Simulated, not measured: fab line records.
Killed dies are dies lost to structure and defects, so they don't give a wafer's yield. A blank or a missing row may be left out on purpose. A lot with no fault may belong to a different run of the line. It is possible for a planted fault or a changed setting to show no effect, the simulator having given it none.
fab line records	flow nand-harc
record lots=24	wafers=72	last-day=34
route steps=1302 shown P_CONTACT@241 P_M0@273 P_M1@295 P_BONDPAD@369
lots that met no fault: taken from a fault-free run of the same line
start-h: hours from the record's opening day to when the first of the lot's shown wafers began	wait-h: hours from the lot's prior step to this one	" repeats the value in the row above	L1.1+2: a row that stands for several wafers	- no value, or no start given	* or withheld: withheld	< > ~ a bound
route shown NAME@n: names a module that has steps shown in the file, with the first one's number in the route	usual: mean and standard deviation over wafers with no fault	same: alike in all rows	chamber/n: place in a boat	sites: per-site readings	_std_site: the values' standard deviation	_edge_site: inner sites' mean taken away from outer sites' mean	radius-mm: how far each site lies from the wafer's centre	mask NAME#n: copy n	behind: the most recent tool/chamber to have shaped the wafer	hold: the reason the lot was held/the length of the hold in hours/how it ended	device: whichever transistor did not switch (one of n, p or np)	end of line: tests run on the same wafers once the route is complete	where a step has no rows: the recipe by itself	killed: not the wafer's yield, but the dies lost to structure and defects at the first sort	map: shows each die of a wafer: x if killed, . if not, _ if none is there
set.NAME: the setting the step ran with; set.NAME@STEP: the setting that earlier step ran with	model.NAME: the simulator's own value behind a step, which no gauge read
one table for each step of the route and one row for each wafer, over a sample of lots
services: a tool's chamber out of use, with start hour (start-h, from the record's first day; less than 0 if before it), hours out, and reason
## steps
# step NHARC_P_CONTACT_CD_MEAS_19
# usual cd-nm=89.7/1.2
lot.wafer	tool	chamber	start-h	wait-h	cd-nm
L074.1	cd-sem-02	-	116.56	-	92.0
L074.3	"	-	"	"	91.2
L074.5	"	-	"	"	90.5
L075.1	cd-sem-01	-	132.03	-	89.7
L075.2	"	-	"	"	92.8
L075.4	"	-	"	"	90.2
L077.1	cd-sem-01	-	147.34	-	91.3
L077.5	"	-	"	"	92.0
L077.6	"	-	"	"	91.9
L076.1	cd-sem-02	-	150.10	-	89.8
L076.4	"	-	"	"	90.0
L076.5	"	-	"	"	90.9
L078.3	cd-sem-03	-	159.54	-	91.0
L078.5	"	-	"	"	89.6
L078.6	"	-	"	"	90.0
L079.1	cd-sem-01	-	172.44	-	90.7
L079.2	"	-	"	"	90.7
L079.6	"	-	"	"	91.6
L080.3	cd-sem-03	-	177.72	-	88.8
L080.5	"	-	"	"	89.7
L080.6	"	-	"	"	88.6
L081.3	cd-sem-01	-	182.31	-	87.9
L081.4	"	-	"	"	88.6
L081.5	"	-	"	"	88.6
L082.1	cd-sem-02	-	202.70	-	89.5
L082.2	"	-	"	"	88.7
L082.3	"	-	"	"	89.6
L083.1	cd-sem-03	-	203.76	-	89.0
L083.5	"	-	"	"	89.5
L083.6	"	-	"	"	89.4
L084.3	cd-sem-02	-	220.25	-	89.1
L084.4	"	-	"	"	89.2
L084.6	"	-	"	"	89.2
L085.2	cd-sem-02	-	234.01	-	90.8
L085.4	"	-	"	"	91.2
L085.6	"	-	"	"	89.3
L086.1	cd-sem-01	-	242.04	-	87.7
L086.2	"	-	"	"	90.1
L086.4	"	-	"	"	90.4
L087.1	cd-sem-03	-	265.92	-	89.5
L087.5	"	-	"	"	88.9
L087.6	"	-	"	"	90.1
L089.1	cd-sem-03	-	266.40	-	87.7
L089.2	"	-	"	"	89.1
L089.6	"	-	"	"	87.7
L088.1	cd-sem-02	-	266.78	-	89.1
L088.5	"	-	"	"	88.1
L088.6	"	-	"	"	89.2
L090.2	cd-sem-03	-	279.52	-	89.3
L090.4	"	-	"	"	90.3
L090.6	"	-	"	"	87.9
L091.1	cd-sem-03	-	290.03	-	89.6
L091.2	"	-	"	"	88.7
L091.4	"	-	"	"	91.1
L092.3	cd-sem-03	-	296.39	-	89.3
L092.4	"	-	"	"	90.0
L092.5	"	-	"	"	88.8
L094.2	cd-sem-01	-	311.72	-	90.0
L094.3	"	-	"	"	91.0
L094.4	"	-	"	"	92.2
L093.2	cd-sem-02	-	312.49	-	88.5
L093.3	"	-	"	"	88.1
L093.5	"	-	"	"	90.0
L095.1	cd-sem-02	-	324.04	-	91.1
L095.2	"	-	"	"	90.4
L095.3	"	-	"	"	91.2
L096.1	cd-sem-03	-	336.85	-	91.4
L096.2	"	-	"	"	89.9
L096.5	"	-	"	"	90.2
L097.2	cd-sem-03	-	350.55	-	88.2
L097.4	"	-	"	"	88.4
L097.6	"	-	"	"	89.0
# step NHARC_P_M0_PRE_CLEAN_29
# recipe time-s=30	temp-c=280	gas=H2/He
# usual heater-power-w=443/30
lot.wafer	tool	chamber	start-h	wait-h	heater-power-w
L074.3	pvd-sputter-02	-	-	-	381
L074.1	"	-	"	"	461
L074.5	"	-	"	"	393
L075.4	pvd-sputter-01	-	-	-	474
L075.2	"	-	"	"	501
L075.1	"	-	"	"	401
L077.1	pvd-sputter-02	-	-	-	389
L077.6	"	-	"	"	403
L077.5	"	-	"	"	449
L076.4	pvd-sputter-01	-	-	-	428
L076.1	"	-	"	"	499
L076.5	"	-	"	"	454
L078.3	pvd-sputter-01	-	-	-	411
L078.5	"	-	"	"	473
L078.6	"	-	"	"	428
L079.1	pvd-sputter-02	-	-	-	386
L079.2	"	-	"	"	429
L079.6	"	-	"	"	465
L080.3	pvd-sputter-02	-	-	-	432
L080.5	"	-	"	"	470
L080.6	"	-	"	"	466
L081.4	pvd-sputter-03	-	-	-	436
L081.3	"	-	"	"	464
L081.5	"	-	"	"	457
L082.2	pvd-sputter-01	-	-	-	460
L082.3	"	-	"	"	429
L082.1	"	-	"	"	499
L083.1	pvd-sputter-02	-	-	-	465
L083.6	"	-	"	"	388
L083.5	"	-	"	"	427
L084.3	pvd-sputter-03	-	-	-	440
L084.4	"	-	"	"	475
L084.6	"	-	"	"	462
L085.2	pvd-sputter-03	-	-	-	453
L085.4	"	-	"	"	448
L085.6	"	-	"	"	452
L086.2	pvd-sputter-02	-	-	-	470
L086.1	"	-	"	"	428
L086.4	"	-	"	"	464
L087.1	pvd-sputter-01	-	-	-	442
L087.5	"	-	"	"	445
L087.6	"	-	"	"	426
L089.2	pvd-sputter-02	-	-	-	448
L089.1	"	-	"	"	478
L089.6	"	-	"	"	469
L088.1	pvd-sputter-02	-	-	-	459
L088.6	"	-	"	"	477
L088.5	"	-	"	"	397
L090.4	pvd-sputter-01	-	-	-	401
L090.2	"	-	"	"	423
L090.6	"	-	"	"	475
L091.2	pvd-sputter-01	-	-	-	496
L091.4	"	-	"	"	397
L091.1	"	-	"	"	455
L092.3	pvd-sputter-03	-	-	-	465
L092.4	"	-	"	"	445
L092.5	"	-	"	"	444
L094.3	pvd-sputter-02	-	-	-	414
L094.4	"	-	"	"	449
L094.2	"	-	"	"	386
L093.3	pvd-sputter-01	-	-	-	410
L093.2	"	-	"	"	399
L093.5	"	-	"	"	422
L095.2	pvd-sputter-03	-	-	-	442
L095.1	"	-	"	"	459
L095.3	"	-	"	"	464
L096.1	pvd-sputter-02	-	-	-	464
L096.2	"	-	"	"	407
L096.5	"	-	"	"	464
L097.4	pvd-sputter-01	-	-	-	485
L097.2	"	-	"	"	390
L097.6	"	-	"	"	488
# step NHARC_P_M1_CD_MEAS_09
# recipe target-cd-nm=130	landing-energy-ev=500
# usual cd-nm=130.0/0.45
# same landing-energy-ev=500
lot.wafer	tool	chamber	start-h	wait-h	cd-nm
L074.1	cd-sem-02	0	123.79	-	129.8
L074.3	"	0	"	"	129.9
L074.5	"	0	"	"	129.2
L075.1	cd-sem-03	0	139.17	-	130.7
L075.2	"	0	"	"	130.2
L075.4	"	0	"	"	130.6
L077.1	cd-sem-01	0	154.99	-	130.5
L077.5	"	0	"	"	129.9
L077.6	"	0	"	"	129.8
L076.1	cd-sem-01	0	157.52	-	130.2
L076.4	"	0	"	"	130.4
L076.5	"	0	"	"	130.4
L078.3	cd-sem-03	0	166.71	-	129.5
L078.5	"	0	"	"	130.0
L078.6	"	0	"	"	129.7
L079.1	cd-sem-02	0	179.49	-	130.1
L079.2	"	0	"	"	130.4
L079.6	"	0	"	"	130.0
L080.3	cd-sem-03	0	184.93	-	130.6
L080.5	"	0	"	"	130.1
L080.6	"	0	"	"	130.3
L081.3	cd-sem-03	0	189.39	-	129.7
L081.4	"	0	"	"	130.3
L081.5	"	0	"	"	129.9
L082.1	cd-sem-03	0	209.72	-	130.3
L082.2	"	0	"	"	130.3
L082.3	"	0	"	"	130.2
L083.1	cd-sem-01	0	210.92	-	129.7
L083.5	"	0	"	"	129.7
L083.6	"	0	"	"	130.2
L084.3	cd-sem-03	0	227.48	-	129.7
L084.4	"	0	"	"	129.6
L084.6	"	0	"	"	130.3
L085.2	cd-sem-03	0	240.98	-	130.3
L085.4	"	0	"	"	130.1
L085.6	"	0	"	"	130.2
L086.1	cd-sem-01	0	249.11	-	130.0
L086.2	"	0	"	"	130.4
L086.4	"	0	"	"	130.3
L087.1	cd-sem-03	0	272.84	-	129.5
L087.5	"	0	"	"	130.0
L087.6	"	0	"	"	130.1
L089.1	cd-sem-03	0	273.71	-	128.8
L089.2	"	0	"	"	129.5
L089.6	"	0	"	"	129.4
L088.1	cd-sem-03	0	274.39	-	129.8
L088.5	"	0	"	"	130.3
L088.6	"	0	"	"	129.3
L090.2	cd-sem-02	0	287.61	-	130.1
L090.4	"	0	"	"	130.2
L090.6	"	0	"	"	129.3
L091.1	cd-sem-02	0	297.06	-	129.3
L091.2	"	0	"	"	130.1
L091.4	"	0	"	"	130.0
L092.3	cd-sem-01	0	303.44	-	129.7
L092.4	"	0	"	"	130.3
L092.5	"	0	"	"	129.7
L094.2	cd-sem-03	0	318.93	-	130.3
L094.3	"	0	"	"	129.8
L094.4	"	0	"	"	129.5
L093.2	cd-sem-02	0	319.69	-	130.8
L093.3	"	0	"	"	130.8
L093.5	"	0	"	"	130.7
L095.1	cd-sem-03	0	331.22	-	130.0
L095.2	"	0	"	"	130.7
L095.3	"	0	"	"	130.7
L096.1	cd-sem-02	0	343.91	-	129.3
L096.2	"	0	"	"	129.2
L096.5	"	0	"	"	129.3
L097.2	cd-sem-03	0	357.69	-	129.9
L097.4	"	0	"	"	130.1
L097.6	"	0	"	"	129.8
# step NHARC_P_BONDPAD_ETCH_12
# recipe target-depth-a=2000	time-s=100	chf3-flow-sccm=50	o2-flow-sccm=10	ar-flow-sccm=200	rf-w=500	bias-w=200	chemistry=CHF3/O2
# usual drypump-motor-current-A=5.7/0.47	o2-flow-sccm=10.000/0.03	oes-product-au=0.945/0.025	rf-vpp-V=370.2/1.9	showerhead-plenum-p-Torr=2.38/0.08	throttle-valve-pct=20.573/0.0086
lot.wafer	tool	chamber	start-h	wait-h	drypump-motor-current-A	o2-flow-sccm	oes-product-au	rf-hours-counter-h	rf-vpp-V	showerhead-plenum-p-Torr	throttle-valve-pct
L074.1	rie-diel-01	3	-	-	6.5	9.999	0.980	4.6	370.9	2.38	20.573
L074.3	"	1	"	"	5.8	9.987	0.978	6.3	371.5	2.48	20.585
L074.5	"	3	"	"	6.5	10.042	0.978	-	370.4	2.38	20.578
L075.2	rie-diel-01	1	-	-	5.7	10.012	0.984	7.4	372.8	2.48	20.582
L075.1	"	2	"	"	5.2	9.996	0.974	7.7	368.3	2.30	20.583
L075.4	"	3	"	"	6.5	9.973	0.955	5.9	369.8	2.38	20.565
L077.1	rie-diel-01	0	-	-	5.5	10.031	0.920	8.2	368.7	2.32	20.562
L077.5	"	3	"	"	6.5	9.981	0.919	-	369.9	2.38	20.564
L077.6	"	0	"	"	5.4	10.029	0.937	-	371.3	2.32	20.565
L076.1	rie-diel-01	0	-	-	5.4	10.016	0.921	8.3	367.8	2.32	20.576
L076.4	"	2	"	"	5.1	10.024	0.931	8.4	368.0	2.30	20.568
L076.5	"	0	"	"	5.5	10.061	0.918	-	368.1	2.32	20.571
L078.3	rie-diel-01	3	-	-	6.5	9.958	0.967	6.8	369.9	2.38	20.559
L078.5	"	1	"	"	5.8	9.978	0.954	-	370.6	2.48	20.566
L078.6	"	2	"	"	5.2	9.978	0.966	-	369.0	2.30	20.582
L079.2	rie-diel-07	0	-	-	6.4	10.006	0.924	4.5	367.6	2.28	20.573
L079.1	"	1	"	"	6.1	9.915	0.918	3.5	368.7	2.35	20.561
L079.6	"	0	"	"	6.3	10.030	0.923	-	368.3	2.28	20.567
L080.3	rie-diel-07	0	-	-	6.3	10.015	0.922	5.5	368.9	2.28	20.577
L080.6	"	0	"	"	6.3	9.999	0.915	-	368.3	2.28	20.568
L080.5	"	1	"	"	6.1	10.025	0.907	-	369.6	2.35	20.566
L081.3	rie-diel-02	3	-	-	5.8	9.998	0.946	4.9	370.8	2.37	20.571
L081.4	"	1	"	"	5.2	9.929	0.940	5.0	372.9	2.55	20.577
L081.5	"	3	"	"	5.8	9.986	0.943	-	368.7	2.37	20.580
L082.1	rie-diel-01	2	-	-	5.2	10.031	0.982	0.8	367.5	2.30	20.579
L082.3	"	0	"	"	5.5	10.002	0.956	0.8	368.0	2.32	20.564
L082.2	"	1	"	"	5.8	9.925	0.971	0.8	372.7	2.48	20.573
L083.1	rie-diel-07	2	-	-	5.0	9.989	0.925	4.8	370.1	2.41	20.590
L083.6	"	2	"	"	5.0	9.966	0.924	-	370.8	2.41	20.572
L083.5	"	3	"	"	5.8	9.976	0.931	-	374.0	2.52	20.577
L084.4	rie-diel-02	2	-	-	5.2	9.990	0.965	0.2	368.9	2.38	20.573
L084.3	"	3	"	"	5.8	10.013	0.965	0.3	369.2	2.37	20.572
L084.6	"	2	"	"	5.2	10.000	0.962	-	370.5	2.38	20.561
L085.4	rie-diel-07	3	-	-	5.8	10.010	0.925	9.0	372.9	2.51	20.575
L085.2	"	2	"	"	5.0	9.975	0.922	7.9	369.3	2.40	20.574
L085.6	"	3	"	"	5.8	9.991	0.922	-	373.3	2.51	20.573
L086.1	rie-diel-02	1	-	-	5.1	9.960	0.923	1.0	375.6	2.55	20.574
L086.2	"	2	"	"	5.3	10.011	0.916	0.9	370.6	2.38	20.599
L086.4	"	3	"	"	5.8	10.035	0.918	0.9	369.9	2.36	20.564
L087.1	rie-diel-01	2	-	-	5.1	10.027	0.962	4.1	368.0	2.30	20.567
L087.5	"	1	"	"	5.8	10.014	0.958	-	372.6	2.47	20.566
L087.6	"	2	"	"	5.2	9.988	0.969	-	367.9	2.30	20.565
L089.2	rie-diel-01	1	-	-	5.8	9.997	0.968	4.6	371.7	2.47	20.562
L089.1	"	0	"	"	5.4	9.991	0.972	4.2	368.9	2.32	20.583
L089.6	"	1	"	"	5.8	10.035	0.992	-	372.3	2.47	20.571
L088.1	rie-diel-01	1	-	-	5.8	10.003	0.994	4.7	371.6	2.47	20.577
L088.5	"	0	"	"	5.5	10.026	0.991	-	370.0	2.32	20.564
L088.6	"	1	"	"	5.8	9.975	0.986	-	372.5	2.47	20.570
L090.2	rie-diel-01	2	-	-	5.2	9.982	0.975	5.5	367.5	2.30	20.580
L090.4	"	0	"	"	5.5	9.998	0.957	5.2	368.3	2.32	20.567
L090.6	"	2	"	"	5.2	10.010	0.974	-	368.3	2.30	20.567
L091.4	rie-diel-02	3	-	-	5.8	9.995	0.936	2.0	370.5	2.36	20.571
L091.2	"	0	"	"	6.3	10.054	0.920	2.0	368.9	2.34	20.574
L091.1	"	1	"	"	5.1	10.021	0.931	2.2	372.2	2.55	20.564
L092.4	rie-diel-01	0	-	-	5.5	10.018	0.915	5.7	367.6	2.32	20.589
L092.3	"	1	"	"	5.8	9.965	0.933	6.4	372.6	2.47	20.580
L092.5	"	0	"	"	5.5	10.007	0.921	-	369.3	2.32	20.576
L094.3	rie-diel-02	1	-	-	5.1	10.022	0.925	3.3	374.5	2.55	20.581
L094.2	"	3	"	"	5.8	10.042	0.936	3.1	369.8	2.36	20.580
L094.4	"	3	"	"	5.8	10.054	0.935	-	368.7	2.36	20.579
L093.3	rie-diel-01	1	-	-	5.8	9.970	0.972	7.6	371.9	2.47	20.568
L093.2	"	3	"	"	6.4	9.962	0.963	4.6	369.0	2.38	20.571
L093.5	"	0	"	"	5.4	9.973	0.951	-	368.5	2.31	20.585
L095.2	rie-diel-02	1	-	-	5.1	9.984	0.976	3.8	373.7	2.55	20.568
L095.3	"	2	"	"	5.2	9.999	0.968	3.1	370.0	2.37	20.576
L095.1	"	3	"	"	5.8	9.974	0.955	3.5	370.0	2.36	20.551
L096.1	rie-diel-02	3	-	-	5.9	9.998	0.930	3.6	368.6	2.36	20.583
L096.2	"	2	"	"	5.2	10.006	0.915	3.3	371.0	2.37	20.577
L096.5	"	3	"	"	5.9	10.022	0.917	-	370.6	2.36	20.570
L097.2	rie-diel-07	1	-	-	6.1	10.017	0.914	3.7	371.4	2.34	20.574
L097.4	"	0	"	"	6.4	10.021	0.915	3.7	368.2	2.28	20.583
L097.6	"	1	"	"	6.1	10.040	0.920	-	369.6	2.35	20.576
# step NHARC_P_BONDPAD_DEGAS_25
# recipe temp-c=300	time-s=60
# usual heater-power-w=505/36
lot.wafer	tool	chamber	start-h	wait-h	heater-power-w
L074.3	pvd-sputter-01	-	133.56	-	456
L074.1	"	-	"	"	572
L074.5	"	-	"	"	450
L075.4	pvd-sputter-01	-	149.57	-	445
L075.1	"	-	"	"	535
L075.2	"	-	"	"	570
L077.1	pvd-sputter-03	-	165.29	-	527
L077.5	"	-	"	"	507
L077.6	"	-	"	"	523
L076.4	pvd-sputter-01	-	167.50	-	454
L076.1	"	-	"	"	477
L076.5	"	-	"	"	454
L078.3	pvd-sputter-01	-	176.61	-	525
L078.6	"	-	"	"	522
L078.5	"	-	"	"	487
L079.2	pvd-sputter-02	-	189.33	-	530
L079.1	"	-	"	"	504
L079.6	"	-	"	"	534
L080.3	pvd-sputter-02	-	194.65	-	449
L080.6	"	-	"	"	505
L080.5	"	-	"	"	528
L081.4	pvd-sputter-02	-	199.31	-	471
L081.3	"	-	"	"	526
L081.5	"	-	"	"	450
L082.1	pvd-sputter-01	-	219.91	-	590
L082.3	"	-	"	"	460
L082.2	"	-	"	"	482
L083.1	pvd-sputter-02	-	220.95	-	514
L083.5	"	-	"	"	524
L083.6	"	-	"	"	531
L084.3	pvd-sputter-02	-	237.59	-	544
L084.4	"	-	"	"	468
L084.6	"	-	"	"	510
L085.4	pvd-sputter-02	-	250.96	-	524
L085.2	"	-	"	"	456
L085.6	"	-	"	"	533
L086.4	pvd-sputter-03	-	259.18	-	506
L086.2	"	-	"	"	514
L086.1	"	-	"	"	509
L087.1	pvd-sputter-01	-	282.62	-	448
L087.5	"	-	"	"	511
L087.6	"	-	"	"	470
L089.2	pvd-sputter-02	-	283.51	-	542
L089.1	"	-	"	"	533
L089.6	"	-	"	"	498
L088.1	pvd-sputter-03	-	284.45	-	492
L088.5	"	-	"	"	529
L088.6	"	-	"	"	498
L090.2	pvd-sputter-01	-	297.56	-	529
L090.4	"	-	"	"	483
L090.6	"	-	"	"	457
L091.4	pvd-sputter-01	-	306.91	-	536
L091.1	"	-	"	"	439
L091.2	"	-	"	"	478
L092.3	pvd-sputter-03	-	313.27	-	513
L092.4	"	-	"	"	532
L092.5	"	-	"	"	501
L094.4	pvd-sputter-01	-	328.76	-	490
L094.3	"	-	"	"	445
L094.2	"	-	"	"	529
L093.3	pvd-sputter-02	-	329.65	-	478
L093.2	"	-	"	"	537
L093.5	"	-	"	"	453
L095.1	pvd-sputter-03	-	341.29	-	512
L095.3	"	-	"	"	503
L095.2	"	-	"	"	520
L096.2	pvd-sputter-02	-	354.34	-	460
L096.1	"	-	"	"	523
L096.5	"	-	"	"	473
L097.4	pvd-sputter-01	-	367.80	-	561
L097.2	"	-	"	"	491
L097.6	"	-	"	"	547
# step NHARC_P_BONDPAD_THK_MEAS_20
# recipe thk-meas-gauge=xrf
# usual thk-nm=160.9/1.4
lot.wafer	tool	chamber	start-h	wait-h	thk-nm
L074.1	film-metro-02	-	134.96	-	159.1
L074.3	"	-	"	"	158.4
L074.5	"	-	"	"	160.9
L075.1	film-metro-01	-	150.99	-	159.9
L075.2	"	-	"	"	159.4
L075.4	"	-	"	"	160.4
L077.1	film-metro-02	-	166.68	-	160.2
L077.5	"	-	"	"	158.3
L077.6	"	-	"	"	159.3
L076.1	film-metro-02	-	168.91	-	163.7
L076.4	"	-	"	"	159.4
L076.5	"	-	"	"	163.2
L078.3	film-metro-02	-	178.11	-	163.1
L078.5	"	-	"	"	161.8
L078.6	"	-	"	"	162.6
L079.1	film-metro-01	-	190.72	-	161.0
L079.2	"	-	"	"	162.3
L079.6	"	-	"	"	162.6
L080.3	film-metro-01	-	196.03	-	160.8
L080.5	"	-	"	"	161.7
L080.6	"	-	"	"	161.4
L081.3	film-metro-01	-	200.72	-	162.2
L081.4	"	-	"	"	162.8
L081.5	"	-	"	"	159.6
L082.1	film-metro-02	-	221.35	-	160.7
L082.2	"	-	"	"	160.2
L082.3	"	-	"	"	162.5
L083.1	film-metro-02	-	222.35	-	159.8
L083.5	"	-	"	"	160.3
L083.6	"	-	"	"	159.9
L084.3	film-metro-02	-	239.00	-	162.0
L084.4	"	-	"	"	160.3
L084.6	"	-	"	"	161.8
L085.2	film-metro-01	-	252.38	-	161.5
L085.4	"	-	"	"	162.8
L085.6	"	-	"	"	160.7
L086.1	film-metro-02	-	260.59	-	160.5
L086.2	"	-	"	"	161.2
L086.4	"	-	"	"	163.3
L087.1	film-metro-01	-	284.00	-	162.0
L087.5	"	-	"	"	160.8
L087.6	"	-	"	"	158.8
L089.1	film-metro-01	-	284.89	-	161.2
L089.2	"	-	"	"	159.5
L089.6	"	-	"	"	163.3
L088.1	film-metro-02	-	285.88	-	162.8
L088.5	"	-	"	"	160.6
L088.6	"	-	"	"	160.9
L090.2	film-metro-02	-	298.95	-	161.2
L090.4	"	-	"	"	161.5
L090.6	"	-	"	"	160.9
L091.1	film-metro-01	-	308.54	-	160.5
L091.2	"	-	"	"	162.8
L091.4	"	-	"	"	162.4
L092.3	film-metro-01	-	314.69	-	161.2
L092.4	"	-	"	"	158.6
L092.5	"	-	"	"	159.7
L094.2	film-metro-02	-	330.16	-	162.8
L094.3	"	-	"	"	158.9
L094.4	"	-	"	"	159.0
L093.2	film-metro-01	-	331.07	-	162.6
L093.3	"	-	"	"	161.1
L093.5	"	-	"	"	161.2
L095.1	film-metro-02	-	342.78	-	161.2
L095.2	"	-	"	"	160.7
L095.3	"	-	"	"	162.5
L096.1	film-metro-02	-	355.75	-	162.0
L096.2	"	-	"	"	161.2
L096.5	"	-	"	"	160.7
L097.2	film-metro-01	-	369.20	-	160.2
L097.4	"	-	"	"	162.3
L097.6	"	-	"	"	160.6
## services
tool	chamber	start-h	hours	kind
rie-diel-07	0	99.77	5.6	repair
rie-diel-02	2	104.43	18.4	repair
pvd-sputter-02	-	108.52	10.0	pm
rie-diel-07	-	117.20	9.0	pm
rie-diel-01	2	119.88	3.0	repair
rie-diel-02	-	133.96	1.0	repair
rie-diel-02	2	138.95	15.7	repair
pvd-sputter-03	-	170.00	10.0	pm
rie-diel-02	2	179.81	6.3	repair
rie-diel-02	0	187.40	1.6	repair
rie-diel-01	-	203.80	9.0	pm
rie-diel-01	3	214.29	14.6	repair
rie-diel-02	-	216.74	9.0	pm
rie-diel-01	2	224.78	8.7	repair
pvd-sputter-01	-	226.09	10.0	pm
rie-diel-07	1	241.12	4.1	repair
rie-diel-01	3	245.67	2.4	repair
pvd-sputter-03	-	246.90	2.3	repair
pvd-sputter-02	-	286.53	10.0	pm
rie-diel-01	-	310.72	1.1	repair
pvd-sputter-03	-	318.58	0.9	repair
rie-diel-02	2	321.45	8.6	repair
rie-diel-02	3	344.23	2.7	repair
pvd-sputter-03	-	348.00	10.0	pm
## key
fault none
